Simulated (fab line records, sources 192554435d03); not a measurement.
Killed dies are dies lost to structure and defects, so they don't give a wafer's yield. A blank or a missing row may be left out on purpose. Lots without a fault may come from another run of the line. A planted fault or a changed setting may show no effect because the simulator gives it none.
Problem report in the 8D (eight disciplines) form, filled by code | flow n5_finfet | the parts of the form that need people (team, actions taken, sign-off) are left out

1. THE PROBLEM
raw_defect_count at N5_BEOL_M0_CUTY_INSPECT_59 reads a mean of 244.3 on 3 wafers of 1 lot; wafers without a fault read 2.0 with a standard deviation of 1.4. That is +99 or more standard deviations from the usual mean.
The step: inspects for defects (macro).
First seen on wafer L872.3, day 9 05:58, on defect_inspect-02. The record holds 9 wafers of 3 lots with a number at this step. Rule for "out", or "out of limits": more than 4 standard deviations from the usual mean. The other wafers with a number count as sound.

2. WHAT IT IS AND WHAT IT IS NOT
question                    | is                     | is not
which readings at this step | raw_defect_count       | -
which lots                  | L872                   | L858, L875
which wafers of those lots  | all that have a number | -
read on which gauges        | defect_inspect-02      | defect_inspect-01
when                        | from day 9 05:58       | up to then (3 sound wafers); but 3 sound wafers of L875 came after

3. SUSPECTS, AND WHAT RULES EACH OUT
Counting: a tool at a process step up to the reading stays a suspect if it ran every lot that is out and no sound lot after the first of them.
- the gauge at N5_BEOL_M0_CUTY_INSPECT_59: kept. All the wafers that are out were read on defect_inspect-02, and no step on other tools shows them out.
- rie_diel-04 at N5_BEOL_M0_SAQP_ETCH_101 (etches SiNx in CH3F/O2, target depth 29.9 nm, time 42.7 s): kept. It ran the lot that is out, L872 (day 9 02:23), and no sound lot after that; its last sound lot up to then is L858 (day 5 19:28).
Left after counting: rie_diel-04 at N5_BEOL_M0_SAQP_ETCH_101, defect_inspect-02 at N5_BEOL_M0_CUTY_INSPECT_59.

4. THE CAUSE (what the simulator had put in)
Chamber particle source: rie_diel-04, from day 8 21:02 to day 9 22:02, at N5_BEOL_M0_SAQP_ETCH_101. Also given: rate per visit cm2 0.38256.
Counting left 2 suspects, and this tool is among them.

5. THE CHAIN OF EFFECTS, in route order
Each row: a reading whose mean over the struck wafers that have a number lies more than 3 standard deviations from the usual. Only readings for which the record gives a usual standard deviation are gone through. hours: the time from each lot's start at the first step in this table that gives one to its start at this step, as a median over the lots. sigmas: the change in usual standard deviations.
hours | step                       | reading            | usual | on struck wafers | change | sigmas
0     | N5_BEOL_M0_CUTY_INSPECT_59 | raw_defect_count   | 2.0   | 244.3            | +242.3 | +99 or more
154   | N5_PASSIVATION_PROBE_49    | killed_at_M0_to_M3 | 31    | 89               | +58    | +5.2
The process steps in it:
- N5_PASSIVATION_PROBE_49
Later measuring or inspecting steps at which every struck wafer that the step has a row for has a number for every such reading, and none has moved that far: N5_BEOL_M4_RC_MEAS_101.

6. WHAT WOULD HAVE CAUGHT IT SOONER
In this record the first reading out of limits at a measuring or inspecting step was taken at day 9 05:58, 9 hours after the fault began at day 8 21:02.
Of the tool readings at N5_BEOL_M0_SAQP_ETCH_101 for which the record gives a usual standard deviation, none was out on any struck wafer, so an alarm limit of 4 standard deviations on them would not have fired.
All the lots that are out (1) had begun N5_BEOL_M0_SAQP_ETCH_101 on rie_diel-04 by day 9 05:58. A hold on the tool at that time would have spared none of them.
